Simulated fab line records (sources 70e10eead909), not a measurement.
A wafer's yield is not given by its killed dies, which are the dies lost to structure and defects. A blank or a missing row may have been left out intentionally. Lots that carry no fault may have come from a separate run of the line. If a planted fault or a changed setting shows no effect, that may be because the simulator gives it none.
Chamber matching :: flow nand-harc :: 4 sister chambers for NHARC_A_SGD_CUT_ETCHBACK_24 on rie-diel-04
The step etches the open film in CH3F/O2, target depth 50 nm, time 92.857 s. 8 wafers are shown with their chamber, then 7 later ones without.

## EACH WAFER AND ITS CHAMBER
wafer: L716.4
chamber: 0
showerhead-plenum-p-Torr (Torr): 2.28
drypump-motor-current-A (A): 5.3

wafer: L718.2
chamber: 0
showerhead-plenum-p-Torr (Torr): 2.28
drypump-motor-current-A (A): 5.3

wafer: L718.5
chamber: 3
showerhead-plenum-p-Torr (Torr): 2.46
drypump-motor-current-A (A): 5.5

wafer: L717.1
chamber: 2
showerhead-plenum-p-Torr (Torr): 2.31
drypump-motor-current-A (A): 5.7

wafer: L717.3
chamber: 1
showerhead-plenum-p-Torr (Torr): 2.28
drypump-motor-current-A (A): 6.6

wafer: L717.5
chamber: 1
showerhead-plenum-p-Torr (Torr): 2.28
drypump-motor-current-A (A): 6.5

wafer: L723.1
chamber: 3
showerhead-plenum-p-Torr (Torr): 2.45
drypump-motor-current-A (A): 5.5

wafer: L723.4
chamber: 2
showerhead-plenum-p-Torr (Torr): 2.31
drypump-motor-current-A (A): 5.8

## WAFERS WITH NO CHAMBER GIVEN
wafer: L723.6
showerhead-plenum-p-Torr (Torr): 2.28
drypump-motor-current-A (A): 5.4

wafer: L728.1
showerhead-plenum-p-Torr (Torr): 2.31
drypump-motor-current-A (A): 5.8

wafer: L728.2
showerhead-plenum-p-Torr (Torr): 2.45
drypump-motor-current-A (A): 5.5

wafer: L728.4
showerhead-plenum-p-Torr (Torr): 2.28
drypump-motor-current-A (A): 5.3

wafer: L730.2
showerhead-plenum-p-Torr (Torr): 2.28
drypump-motor-current-A (A): 6.5

wafer: L730.4
showerhead-plenum-p-Torr (Torr): 2.45
drypump-motor-current-A (A): 5.5

wafer: L730.5
showerhead-plenum-p-Torr (Torr): 2.28
drypump-motor-current-A (A): 6.5

## WHICH CHAMBER EACH ONE RAN IN
wafer: L723.6
from the rows above: 0
in truth: 0

wafer: L728.1
from the rows above: 2
in truth: 2

wafer: L728.2
from the rows above: 3
in truth: 3

wafer: L728.4
from the rows above: 0
in truth: 0

wafer: L730.2
from the rows above: 1
in truth: 1

wafer: L730.4
from the rows above: 3
in truth: 3

wafer: L730.5
from the rows above: 1
in truth: 1
Correctly placed: 7 of 7. Not placeable from these rows: 0. Number placed wrongly: 0.
How it was worked out, from the rows above alone: a wafer's distance from a chamber is the root of the sum, over the readings, of the square of ((its reading less the chamber's mean) divided by the reading's scatter). The wafer belongs to the nearest chamber; if the next one is less than 2 further off, it can't be placed. A chamber's mean is the mean of its shown wafers. The scatter is the square root of a quotient: the sum, over the shown wafers, of each reading's squared deviation from its chamber's mean, divided by wafers minus chambers.
